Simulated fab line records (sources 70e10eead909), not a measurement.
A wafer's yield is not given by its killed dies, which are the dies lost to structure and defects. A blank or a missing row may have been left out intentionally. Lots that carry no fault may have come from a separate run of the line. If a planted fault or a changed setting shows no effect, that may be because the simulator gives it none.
Chamber matching | flow nandHarc | NHARC_A_M0_PRE_CLEAN_31 on pecvd-02 has 3 sister chambers
The step time 12 s. 6 wafers are shown with their chamber, then 8 later ones without.

## EACH WAFER AND ITS CHAMBER
wafer  | chamber | heaterPowerW (W)
L083.4 | 1       | 716
L083.6 | 0       | 679
L079.1 | 1       | 677
L079.2 | 0       | 729
L079.6 | 2       | 452
L086.1 | 2       | 467

## WAFERS WHOSE CHAMBER IS MISSING
wafer  | heaterPowerW (W)
L086.2 | 773
L086.4 | 457
L086.3 | 704
L086.5 | 687
L086.6 | 744
L087.2 | 775
L087.3 | 673
L087.4 | 507

## CHAMBER TAKEN BY EACH
wafer  | from the rows above     | in truth
L086.2 | can't be placed: 0 or 1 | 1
L086.4 | 2                       | 2
L086.3 | can't be placed: 0 or 1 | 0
L086.5 | can't be placed: 1 or 0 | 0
L086.6 | can't be placed: 0 or 1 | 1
L087.2 | can't be placed: 0 or 1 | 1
L087.3 | can't be placed: 1 or 0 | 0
L087.4 | 2                       | 2
2 of 8 placed correctly. Can't be placed from these rows: 6 (the true chamber is among the candidates in 6). 0 placed wrongly.
How it was worked out, from the rows above alone: a wafer's distance from a chamber is the root of the sum, over the readings, of the square of ((its reading less the chamber's mean) divided by the reading's scatter). The wafer belongs to the nearest chamber; if the next one is less than 2 further off, it can't be placed. The mean given for a chamber averages the wafers shown for that chamber. The scatter: the root of (the sum of the squares of (reading less its chamber's mean) over the shown wafers, divided by (wafers less chambers)).
